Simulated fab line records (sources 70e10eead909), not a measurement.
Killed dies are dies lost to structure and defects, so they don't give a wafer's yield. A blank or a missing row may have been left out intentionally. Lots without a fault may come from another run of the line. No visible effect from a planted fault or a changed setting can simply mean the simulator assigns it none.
What tool caused it? | flow nand harc | route of 1159 steps, sampled at 1 step: 24 lots, 72 wafers

WHAT THE GAUGES READ, wafer by wafer
NHARC_P_M1_INSPECT_11. Usual: raw defect count at 3.7, with a standard deviation of 2.
lot  | measured     | on                | raw defect count | flag
L075 | day 5 19:40  | defect inspect-01 | 6 7 3            |
L074 | day 6 06:41  | defect inspect-02 | 2 8 5            |
L077 | day 6 18:20  | defect inspect-02 | 3 2 4            |
L076 | day 6 18:55  | defect inspect-02 | 4 1 2            |
L078 | day 6 23:14  | defect inspect-01 | 1 4 6            |
L079 | day 7 12:23  | defect inspect-02 | 5 2 2            |
L080 | day 7 14:14  | defect inspect-01 | 0 4 4            |
L082 | day 8 01:31  | defect inspect-02 | 4 1 5            |
L081 | day 8 06:28  | defect inspect-02 | 4 3 6            |
L083 | day 8 06:50  | defect inspect-01 | 2 2 0            |
L084 | day 8 16:59  | defect inspect-01 | 7 4 1            |
L085 | day 9 05:46  | defect inspect-01 | 3 2 5            |
L086 | day 9 06:04  | defect inspect-02 | 3 1 2            |
L087 | day 9 07:23  | defect inspect-02 | 8 5 9            |
L088 | day 9 20:50  | defect inspect-01 | 7 4 3            |
L089 | day 9 22:01  | defect inspect-01 | 3 3 5            |
L090 | day 10 04:05 | defect inspect-01 | 4 2 4            |
L091 | day 10 04:32 | defect inspect-01 | 6 1 3            |
L092 | day 10 11:28 | defect inspect-02 | 2 6 1            |
L093 | day 10 15:31 | defect inspect-02 | 3 4 4            |
L095 | day 11 03:46 | defect inspect-02 | 3 7 7            |
L094 | day 11 04:37 | defect inspect-01 | 3 0 2            |
L097 | day 11 14:59 | defect inspect-01 | 4 0 5            |
L096 | day 11 17:50 | defect inspect-01 | 2 4 3            |

EACH LOT AND THE TOOL THAT RAN IT (in order: tool; ch and the chambers of the sampled wafers; start)
There is no process step in the record ahead of these readings.

AS READ BY THE TOOLS THEMSELVES (means over the sampled wafers that have a number; for cases with no such wafer, the mark the record gives instead)
The record holds no such reading with a usual standard deviation.

THE ANSWER, worked out from the rows above alone
Rule: a lot is off if the mean of its wafers that have a number lies more than 3 standard deviations from the usual mean. Also off: a lot with no number at a reading for which 4 or more lots have one. The other lots that the step has rows for count as sound. After the gauges, taken in route order, come the tools' own readings; for these a lot's mean is taken, as printed above. At the first step where some lot is off, the reading lying furthest off is the one used; lots without a number count as furthest.
None of the lots is off at any reading shown; this tells nothing.

WHAT THE SIMULATOR HAD PUT IN
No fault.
